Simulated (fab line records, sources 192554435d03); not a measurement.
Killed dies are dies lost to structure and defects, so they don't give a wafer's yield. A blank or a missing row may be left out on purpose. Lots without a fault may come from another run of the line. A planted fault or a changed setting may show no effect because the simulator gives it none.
A struck lot beside a sound one | flow n5_finfet | 15 steps out of a route of 1938
Sound: wafers L593.1, L593.2, L593.4. Struck: wafer L603.3. (L603.2, L603.6 of the same lot were not struck and are left out.) The cause comes at the end.
At each step with rows: each side's tool, then ch and its chambers, then its first start. Under that, the readings that differ: sound wafers | struck wafers | difference of the means | sigmas: that difference in standard deviations of wafers without a fault.
alike: readings whose means differ by less than 2 such deviations, and words and numbers that are the same on both sides. not compared: withheld readings, readings that some wafer has no value for, bounds like >300 that may hide the same value, and numbers for which the record gives no deviation and whose values overlap.
The two part at a step that has a row with sigmas, a row that says differs or no value, or rows on one side only. Numbers that don't overlap but have no deviation are shown without sigmas and don't part them. A reading that every wafer of one side lacks parts them only if that side has two wafers or more.

first, 2 steps without rows for these wafers: N5_STI_FIN_REVEAL_STRIP_35 (strips Si3N4 in H3PO4, target depth 4 nm, time 39 s); N5_STI_FIN_REVEAL_SRD_21 (time 30 s).
N5_STI_FIN_REVEAL_OXIDATION_33: chemistry O2 PLASMA REMOTE, time 20 s.
  sound on plasma_asher-01 ch 0,1, day 3 23:46; struck on plasma_asher-02 ch 0, day 6 12:09
  alike: drypump_motor_current_A, heater_power_w, o2_flow_sccm, temp_c
  not compared: rf_hours_counter_h
then, 2 steps without rows for these wafers: N5_STI_FIN_REVEAL_CLEAN_19 (cleans in O3/DIW, time 120 s); N5_STI_FIN_REVEAL_SRD_23 (time 30 s).
N5_STI_FIN_REVEAL_CD_MEAS_22: target cd 6.238 nm, pitch 28 nm.
  sound on cd_sem-01, day 3 23:56; struck on cd_sem-03, day 6 12:19
  alike: cd_nm
N5_STI_FIN_REVEAL_FIN_H_MEAS_10:
  sound on ocd-02, day 3 23:58; struck on ocd-01, day 6 12:20
  alike: trench_depth_nm
then, 2 steps without rows for these wafers: N5_STI_FIN_REVEAL_PRECLEAN_18 (cleans in SC2, time 45 s); N5_STI_FIN_REVEAL_SRD_28 (time 30 s).
N5_STI_FIN_REVEAL_INSPECT_13: inspects for defects (darkfield).
  sound on defect_inspect-01, day 4 00:03; struck on defect_inspect-01, day 6 12:26
  alike: raw_defect_count
then, 2 steps without rows for these wafers: N5_DUMMY_GATE_PRECLEAN_00 (cleans in O3/DIW, time 60 s); N5_DUMMY_GATE_SRD_01 (time 30 s).
N5_DUMMY_GATE_ALD_02: deposits SiO2, target thk 2 nm, pulse time 1 s.
  sound on ald_sin-01 ch 1,2,3, day 4 00:09; struck on ald_sin-02 ch 1, day 6 12:32
  reading                                     | sound | struck | difference | sigmas
  model.SiO2_of_DUMMY_GATE_ALD_02.thk_nm (nm) | 2 2 2 | 1.4    | -0.6       |
  alike: heater_power_w, precursor_pulse_height_rel
then, 1 step without rows for these wafers: N5_DUMMY_GATE_CVD_03 (deposits a-Si from SiH4, target thk 150 nm, time 8042 s).
-- the record jumps here: 8 days lie between the struck wafers' starts before and after (it left off in module DUMMY_GATE and takes up again in module BEOL_M4, whose first step shown is number 1111 of the route) --
N5_BEOL_M4_RC_MEAS_101:
  sound on prober-01 ch 0, day 11 17:00; struck on prober-02 ch 0, day 14 08:26
  reading   | sound          | struck | difference | sigmas
  VT_P (mV) | -255 -255 -254 | -246   | +9         | +3
  alike: DIBL_N, DIBL_P, IOFF_N, IOFF_P, ION_N, ION_P, SS_N, SS_P, VT_N

WHERE THEY PART
Only at N5_BEOL_M4_RC_MEAS_101, within this record.

WHY: what the simulator had put in
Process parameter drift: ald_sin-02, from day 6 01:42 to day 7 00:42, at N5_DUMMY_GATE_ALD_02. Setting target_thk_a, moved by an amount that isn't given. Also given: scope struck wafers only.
